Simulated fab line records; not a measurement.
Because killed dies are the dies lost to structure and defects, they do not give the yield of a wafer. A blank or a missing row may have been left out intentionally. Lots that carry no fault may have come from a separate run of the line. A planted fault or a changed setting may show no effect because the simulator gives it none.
Which tool is to blame? / flow nand harc / 36 wafers from 12 lots sampled at 5 of the route's 1302 steps

## WHAT THE GAUGES SHOWED, per wafer
NHARC_A_SLIT_CD_MEAS_09: target cd 300 nm. Usual: cd nm 299.7 nm, standard deviation 0.56.
lot=L795; measured=day 19 20:35; on=cd sem-02; cd nm (nm)=299.7 298.9 300.2; flag=
lot=L796; measured=day 20 01:47; on=cd sem-02; cd nm (nm)=298.9 299.3 299.8; flag=
lot=L799; measured=day 21 05:47; on=cd sem-02; cd nm (nm)=299.8 300.3 300.4; flag=
lot=L798; measured=day 21 13:25; on=cd sem-02; cd nm (nm)=299.9 300.1 300.3; flag=
lot=L802; measured=day 22 00:06; on=cd sem-03; cd nm (nm)=300.4 298.8 299.6; flag=
lot=L805; measured=day 23 07:27; on=cd sem-01; cd nm (nm)=299.6 299.7 299.0; flag=
lot=L804; measured=day 23 11:17; on=cd sem-02; cd nm (nm)=300.3 299.4 299.8; flag=
lot=L806; measured=day 24 18:53; on=cd sem-01; cd nm (nm)=299.0 299.2 299.8; flag=
lot=L807; measured=day 24 18:56; on=cd sem-01; cd nm (nm)=300.7 299.5 300.7; flag=
lot=L816; measured=day 28 03:24; on=cd sem-03; cd nm (nm)=299.0 299.1 299.8; flag=
lot=L817; measured=day 28 17:37; on=cd sem-02; cd nm (nm)=300.1 300.5 301.0; flag=
lot=L818; measured=day 29 06:20; on=cd sem-02; cd nm (nm)=299.1 299.9 299.4; flag=

NHARC_END_SORT_01. Usual: killed at array 55, standard deviation 19; killed at other 0.6, standard deviation 0.99; killed at periphery 4.2, standard deviation 2.6; killed dies 60, standard deviation 18; killed open 3.4, standard deviation 1.7; killed short 2.3, standard deviation 1.5.
lot=L805; measured=day 27 21:23; on=prober-02; killed at array=63 60 57; killed at other=0 0 0; killed at periphery=8 3 6; killed dies=71 63 63; killed open=1 3 3; killed short=2 3 2; flag=
lot=L806; measured=day 29 10:21; on=prober-02; killed at array=25 25 33; killed at other=1 3 4; killed at periphery=4 4 6; killed dies=30 32 43; killed open=3 2 4; killed short=0 1 2; flag=
lot=L807; measured=day 29 11:10; on=prober-01; killed at array=29 40 37; killed at other=0 0 0; killed at periphery=0 4 3; killed dies=29 44 40; killed open=4 2 2; killed short=0 4 5; flag=
lot=L816; measured=day 32 20:59; on=prober-02; killed at array=45 45 39; killed at other=1 1 0; killed at periphery=7 5 3; killed dies=53 51 42; killed open=6 9 4; killed short=4 6 2; flag=

## WHAT TOOL EACH LOT RAN ON (gives the tool, then ch and the chambers of the sampled wafers, and finally the start)
lot=L795; NHARC_A_WL_FILL_RTA_01=rtp anneal-01 ch 0, day 20 10:30; NHARC_A_WL_FILL_ETCHBACK_04=rie metal-02 ch 0,1, day 20 11:34; NHARC_A_WL_FILL_STRIP_27=plasma asher-01 ch 0,1, day 20 11:55
lot=L796; NHARC_A_WL_FILL_RTA_01=rtp anneal-01 ch 0, day 20 15:18; NHARC_A_WL_FILL_ETCHBACK_04=rie metal-03 ch 0,1, day 20 16:19; NHARC_A_WL_FILL_STRIP_27=plasma asher-01 ch 0,1, day 20 16:44
lot=L799; NHARC_A_WL_FILL_RTA_01=rtp anneal-01 ch 0, day 21 19:22; NHARC_A_WL_FILL_ETCHBACK_04=rie metal-01 ch 0,1, day 21 20:22; NHARC_A_WL_FILL_STRIP_27=plasma asher-02 ch 0,1, day 21 20:46
lot=L798; NHARC_A_WL_FILL_RTA_01=rtp anneal-01 ch 0, day 22 03:05; NHARC_A_WL_FILL_ETCHBACK_04=rie metal-03 ch 0,1, day 22 04:07; NHARC_A_WL_FILL_STRIP_27=plasma asher-02 ch 0,1, day 22 04:30
lot=L802; NHARC_A_WL_FILL_RTA_01=rtp anneal-01 ch 0, day 22 13:34; NHARC_A_WL_FILL_ETCHBACK_04=rie metal-03 ch 0,1, day 22 14:38; NHARC_A_WL_FILL_STRIP_27=plasma asher-02 ch 1, day 22 14:59
lot=L805; NHARC_A_WL_FILL_RTA_01=rtp anneal-02 ch 0, day 23 21:05; NHARC_A_WL_FILL_ETCHBACK_04=rie metal-03 ch 0,1, day 23 22:50; NHARC_A_WL_FILL_STRIP_27=plasma asher-01 ch 0,1, day 23 23:13
lot=L804; NHARC_A_WL_FILL_RTA_01=rtp anneal-02 ch 0, day 24 00:47; NHARC_A_WL_FILL_ETCHBACK_04=rie metal-01 ch 0,1, day 24 02:05; NHARC_A_WL_FILL_STRIP_27=plasma asher-02 ch 0,1, day 24 02:27
lot=L806; NHARC_A_WL_FILL_RTA_01=rtp anneal-02 ch 0, day 25 08:24; NHARC_A_WL_FILL_ETCHBACK_04=rie metal-01 ch 0, day 25 09:25; NHARC_A_WL_FILL_STRIP_27=plasma asher-02 ch 0,1, day 25 09:47
lot=L807; NHARC_A_WL_FILL_RTA_01=rtp anneal-02 ch 0, day 25 12:16; NHARC_A_WL_FILL_ETCHBACK_04=rie metal-01 ch 0,1, day 25 13:24; NHARC_A_WL_FILL_STRIP_27=plasma asher-01 ch 0,1, day 25 13:46
lot=L816; NHARC_A_WL_FILL_RTA_01=rtp anneal-02 ch 0, day 28 18:05; NHARC_A_WL_FILL_ETCHBACK_04=rie metal-03 ch 0,1, day 28 19:06; NHARC_A_WL_FILL_STRIP_27=plasma asher-01 ch 0,1, day 28 19:29
lot=L817; NHARC_A_WL_FILL_RTA_01=rtp anneal-01 ch 0, day 29 07:14; NHARC_A_WL_FILL_ETCHBACK_04=rie metal-03 ch 0,1, day 29 08:14; NHARC_A_WL_FILL_STRIP_27=plasma asher-02 ch 0,1, day 29 08:38
lot=L818; NHARC_A_WL_FILL_RTA_01=rtp anneal-01 ch 0, day 29 20:04; NHARC_A_WL_FILL_ETCHBACK_04=rie metal-03 ch 0, day 29 21:05; NHARC_A_WL_FILL_STRIP_27=plasma asher-02 ch 0,1, day 29 21:28
- NHARC_A_WL_FILL_RTA_01: time 5 s.
- NHARC_A_WL_FILL_ETCHBACK_04: etches the open film in NF3, target depth 60 nm, time 120 s.
- NHARC_A_WL_FILL_STRIP_27: strips in N2/H2, time 20 s.

## AS READ BY THE TOOLS THEMSELVES (means over the sampled wafers that have a number; for cases with no such wafer, the mark the record gives instead)
NHARC_A_WL_FILL_RTA_01. Usual: lamp power pct 33.6 %, standard deviation 0.7; lamp_zone_1_pct 33.6 %, standard deviation 0.7; lamp_zone_2_pct 33.5 %, standard deviation 0.7; lamp_zone_3_pct 33.6 %, standard deviation 0.7; lamp_zone_4_pct 33.6 %, standard deviation 0.7; lamp_zone_5_pct 33.6 %, standard deviation 0.7; lamp_zone_6_pct 33.5 %, standard deviation 0.69; lamp_zone_7_pct 34.1 %, standard deviation 0.71; wafer_temp_C_max 1004.3, standard deviation 2.3.
lot=L795; tool=rtp anneal-01; lamp power pct (%)=34.2; lamp_zone_1_pct (%)=34.2; lamp_zone_2_pct (%)=34.2; lamp_zone_3_pct (%)=34.2; lamp_zone_4_pct (%)=34.2; lamp_zone_5_pct (%)=34.2; lamp_zone_6_pct (%)=34.2; lamp_zone_7_pct (%)=34.8; wafer_temp_C_max=1002.8; flag=
lot=L796; tool=rtp anneal-01; lamp power pct (%)=34.2; lamp_zone_1_pct (%)=34.2; lamp_zone_2_pct (%)=34.1; lamp_zone_3_pct (%)=34.2; lamp_zone_4_pct (%)=34.1; lamp_zone_5_pct (%)=34.2; lamp_zone_6_pct (%)=34.1; lamp_zone_7_pct (%)=34.7; wafer_temp_C_max=1002.9; flag=
lot=L799; tool=rtp anneal-01; lamp power pct (%)=34.2; lamp_zone_1_pct (%)=34.2; lamp_zone_2_pct (%)=34.2; lamp_zone_3_pct (%)=34.2; lamp_zone_4_pct (%)=34.2; lamp_zone_5_pct (%)=34.2; lamp_zone_6_pct (%)=34.1; lamp_zone_7_pct (%)=34.7; wafer_temp_C_max=1003.2; flag=
lot=L798; tool=rtp anneal-01; lamp power pct (%)=34.2; lamp_zone_1_pct (%)=34.2; lamp_zone_2_pct (%)=34.2; lamp_zone_3_pct (%)=34.2; lamp_zone_4_pct (%)=34.2; lamp_zone_5_pct (%)=34.3; lamp_zone_6_pct (%)=34.2; lamp_zone_7_pct (%)=34.8; wafer_temp_C_max=1002.5; flag=
lot=L802; tool=rtp anneal-01; lamp power pct (%)=34.2; lamp_zone_1_pct (%)=34.2; lamp_zone_2_pct (%)=34.2; lamp_zone_3_pct (%)=34.2; lamp_zone_4_pct (%)=34.2; lamp_zone_5_pct (%)=34.2; lamp_zone_6_pct (%)=34.2; lamp_zone_7_pct (%)=34.7; wafer_temp_C_max=1002.7; flag=
lot=L805; tool=rtp anneal-02; lamp power pct (%)=32.8; lamp_zone_1_pct (%)=32.8; lamp_zone_2_pct (%)=32.8; lamp_zone_3_pct (%)=32.8; lamp_zone_4_pct (%)=32.8; lamp_zone_5_pct (%)=32.8; lamp_zone_6_pct (%)=32.7; lamp_zone_7_pct (%)=33.3; wafer_temp_C_max=1007.3; flag=
lot=L804; tool=rtp anneal-02; lamp power pct (%)=32.8; lamp_zone_1_pct (%)=32.8; lamp_zone_2_pct (%)=32.8; lamp_zone_3_pct (%)=32.8; lamp_zone_4_pct (%)=32.8; lamp_zone_5_pct (%)=32.9; lamp_zone_6_pct (%)=32.8; lamp_zone_7_pct (%)=33.3; wafer_temp_C_max=1007.3; flag=
lot=L806; tool=rtp anneal-02; lamp power pct (%)=28.6; lamp_zone_1_pct (%)=28.7; lamp_zone_2_pct (%)=28.6; lamp_zone_3_pct (%)=28.6; lamp_zone_4_pct (%)=28.7; lamp_zone_5_pct (%)=28.6; lamp_zone_6_pct (%)=28.6; lamp_zone_7_pct (%)=29.2; wafer_temp_C_max=959.6; flag=OFF
lot=L807; tool=rtp anneal-02; lamp power pct (%)=28.6; lamp_zone_1_pct (%)=28.6; lamp_zone_2_pct (%)=28.6; lamp_zone_3_pct (%)=28.7; lamp_zone_4_pct (%)=28.7; lamp_zone_5_pct (%)=28.7; lamp_zone_6_pct (%)=28.6; lamp_zone_7_pct (%)=29.2; wafer_temp_C_max=958.5; flag=OFF
lot=L816; tool=rtp anneal-02; lamp power pct (%)=32.8; lamp_zone_1_pct (%)=32.7; lamp_zone_2_pct (%)=32.7; lamp_zone_3_pct (%)=32.8; lamp_zone_4_pct (%)=32.8; lamp_zone_5_pct (%)=32.8; lamp_zone_6_pct (%)=32.7; lamp_zone_7_pct (%)=33.3; wafer_temp_C_max=1006.2; flag=
lot=L817; tool=rtp anneal-01; lamp power pct (%)=34.2; lamp_zone_1_pct (%)=34.1; lamp_zone_2_pct (%)=34.2; lamp_zone_3_pct (%)=34.2; lamp_zone_4_pct (%)=34.2; lamp_zone_5_pct (%)=34.2; lamp_zone_6_pct (%)=34.1; lamp_zone_7_pct (%)=34.7; wafer_temp_C_max=1002.3; flag=
lot=L818; tool=rtp anneal-01; lamp power pct (%)=34.1; lamp_zone_1_pct (%)=34.1; lamp_zone_2_pct (%)=34.1; lamp_zone_3_pct (%)=34.2; lamp_zone_4_pct (%)=34.1; lamp_zone_5_pct (%)=34.2; lamp_zone_6_pct (%)=34.1; lamp_zone_7_pct (%)=34.7; wafer_temp_C_max=1001.9; flag=

NHARC_A_WL_FILL_ETCHBACK_04. Usual: drypump motor current A 6.0 A, standard deviation 0.33; he backside leak sccm 3.41 sccm, standard deviation 0.15; oes product au 1.005 a.u., standard deviation 0.011.
lot=L795; tool=rie metal-02; drypump motor current A (A)=5.8; he backside leak sccm (sccm)=3.25; oes product au (a.u.)=1.010; flag=
lot=L796; tool=rie metal-03; drypump motor current A (A)=5.9; he backside leak sccm (sccm)=3.52; oes product au (a.u.)=1.011; flag=
lot=L799; tool=rie metal-01; drypump motor current A (A)=6.3; he backside leak sccm (sccm)=3.45; oes product au (a.u.)=1.011; flag=
lot=L798; tool=rie metal-03; drypump motor current A (A)=5.9; he backside leak sccm (sccm)=3.26; oes product au (a.u.)=1.007; flag=
lot=L802; tool=rie metal-03; drypump motor current A (A)=5.9; he backside leak sccm (sccm)=3.51; oes product au (a.u.)=1.011; flag=
lot=L805; tool=rie metal-03; drypump motor current A (A)=5.9; he backside leak sccm (sccm)=3.53; oes product au (a.u.)=0.993; flag=
lot=L804; tool=rie metal-01; drypump motor current A (A)=6.5; he backside leak sccm (sccm)=3.50; oes product au (a.u.)=0.997; flag=
lot=L806; tool=rie metal-01; drypump motor current A (A)=6.6; he backside leak sccm (sccm)=3.57; oes product au (a.u.)=1.014; flag=
lot=L807; tool=rie metal-01; drypump motor current A (A)=6.5; he backside leak sccm (sccm)=3.48; oes product au (a.u.)=1.004; flag=
lot=L816; tool=rie metal-03; drypump motor current A (A)=5.9; he backside leak sccm (sccm)=3.51; oes product au (a.u.)=0.996; flag=
lot=L817; tool=rie metal-03; drypump motor current A (A)=5.9; he backside leak sccm (sccm)=3.49; oes product au (a.u.)=0.997; flag=
lot=L818; tool=rie metal-03; drypump motor current A (A)=5.7; he backside leak sccm (sccm)=3.37; oes product au (a.u.)=0.992; flag=

NHARC_A_WL_FILL_STRIP_27. Usual: drypump motor current A 5.6 A, standard deviation 0.37; heater power w 339 W, standard deviation 31.
lot=L795; tool=plasma asher-01; drypump motor current A (A)=5.7; heater power w (W)=328; flag=
lot=L796; tool=plasma asher-01; drypump motor current A (A)=6.0; heater power w (W)=365; flag=
lot=L799; tool=plasma asher-02; drypump motor current A (A)=5.5; heater power w (W)=348; flag=
lot=L798; tool=plasma asher-02; drypump motor current A (A)=5.4; heater power w (W)=337; flag=
lot=L802; tool=plasma asher-02; drypump motor current A (A)=5.2; heater power w (W)=335; flag=
lot=L805; tool=plasma asher-01; drypump motor current A (A)=5.7; heater power w (W)=317; flag=
lot=L804; tool=plasma asher-02; drypump motor current A (A)=5.5; heater power w (W)=344; flag=
lot=L806; tool=plasma asher-02; drypump motor current A (A)=5.5; heater power w (W)=341; flag=
lot=L807; tool=plasma asher-01; drypump motor current A (A)=6.0; heater power w (W)=346; flag=
lot=L816; tool=plasma asher-01; drypump motor current A (A)=6.0; heater power w (W)=352; flag=
lot=L817; tool=plasma asher-02; drypump motor current A (A)=5.4; heater power w (W)=336; flag=
lot=L818; tool=plasma asher-02; drypump motor current A (A)=5.4; heater power w (W)=342; flag=

## THE ANSWER, worked out from the rows above alone
Rule: lot off if the mean of its wafers having a number is beyond 3 standard deviations from the usual mean. Also off: a lot with no number at a reading for which 4 or more lots have one. All remaining lots with rows at the step are treated as sound. First the gauges in route order, then the tools' own readings, where a lot's mean is used as printed above. The first step at which some lot is off is used, and at that step the reading that is off furthest; a lot without a number counts as furthest.
Off: L806, L807 (NHARC_A_WL_FILL_RTA_01, wafer_temp_C_max).
A tool fits if, at that step or a process step before it, it ran every lot that is off, and no sound lot after the first of them. No candidate that was tried fits.

## WHAT THE SIMULATOR HAD INSERTED
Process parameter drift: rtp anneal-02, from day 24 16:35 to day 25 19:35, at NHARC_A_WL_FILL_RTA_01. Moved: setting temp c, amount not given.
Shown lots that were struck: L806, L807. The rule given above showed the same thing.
